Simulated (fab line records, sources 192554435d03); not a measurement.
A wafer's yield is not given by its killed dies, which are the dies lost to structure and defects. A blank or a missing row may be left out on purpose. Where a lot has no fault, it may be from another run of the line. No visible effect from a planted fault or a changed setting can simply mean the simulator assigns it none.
Chamber matching || flow n5 finfet || N5_BEOL_M12_ETCH_67 on rie diel-03 has 4 sister chambers
The step etches SiARC in CF4, target depth 143 nm, time 238.3 s. 4 wafers are shown with their chamber, then 7 later ones without.

## WAFERS PAIRED WITH THEIR CHAMBERS
{"wafer": "L084.4", "chamber": 0, "showerhead plenum p Torr (Torr)": 2.20}
{"wafer": "L084.5", "chamber": 1, "showerhead plenum p Torr (Torr)": 2.27}
{"wafer": "L091.2", "chamber": 2, "showerhead plenum p Torr (Torr)": 2.03}
{"wafer": "L092.4", "chamber": 3, "showerhead plenum p Torr (Torr)": 2.21}

## WAFERS WHOSE CHAMBER IS MISSING
{"wafer": "L092.5", "showerhead plenum p Torr (Torr)": 2.26}
{"wafer": "L095.1", "showerhead plenum p Torr (Torr)": 2.26}
{"wafer": "L095.3", "showerhead plenum p Torr (Torr)": 2.19}
{"wafer": "L095.5", "showerhead plenum p Torr (Torr)": 2.26}
{"wafer": "L096.2", "showerhead plenum p Torr (Torr)": 2.19}
{"wafer": "L096.4", "showerhead plenum p Torr (Torr)": 2.03}
{"wafer": "L096.6", "showerhead plenum p Torr (Torr)": 2.19}

## THE CHAMBER EACH PASSED THROUGH
{"wafer": "L092.5", "from the rows above": 1, "in truth": 1}
{"wafer": "L095.1", "from the rows above": 1, "in truth": 1}
{"wafer": "L095.3", "from the rows above": "can't be placed: 0 or 3", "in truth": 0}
{"wafer": "L095.5", "from the rows above": 1, "in truth": 1}
{"wafer": "L096.2", "from the rows above": "can't be placed: 0 or 3", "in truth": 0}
{"wafer": "L096.4", "from the rows above": 2, "in truth": 2}
{"wafer": "L096.6", "from the rows above": "can't be placed: 0 or 3", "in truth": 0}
4 of 7 placed correctly. Unplaceable from these rows: 3, with the true chamber sitting among the candidates in 3. 0 placed wrongly.
How it was worked out, from the rows above alone: a wafer's distance from a chamber is the root of the sum, over the readings, of the square of ((its reading less the chamber's mean) divided by the reading's scatter). If the next closest chamber is less than 2 further off than the closest, the wafer can't be placed; otherwise it belongs to the closest. Each chamber's mean is taken over the wafers shown for it. The scatter: root of mean squared gap, hidden wafer to nearest shown wafer, with one shown wafer a chamber.
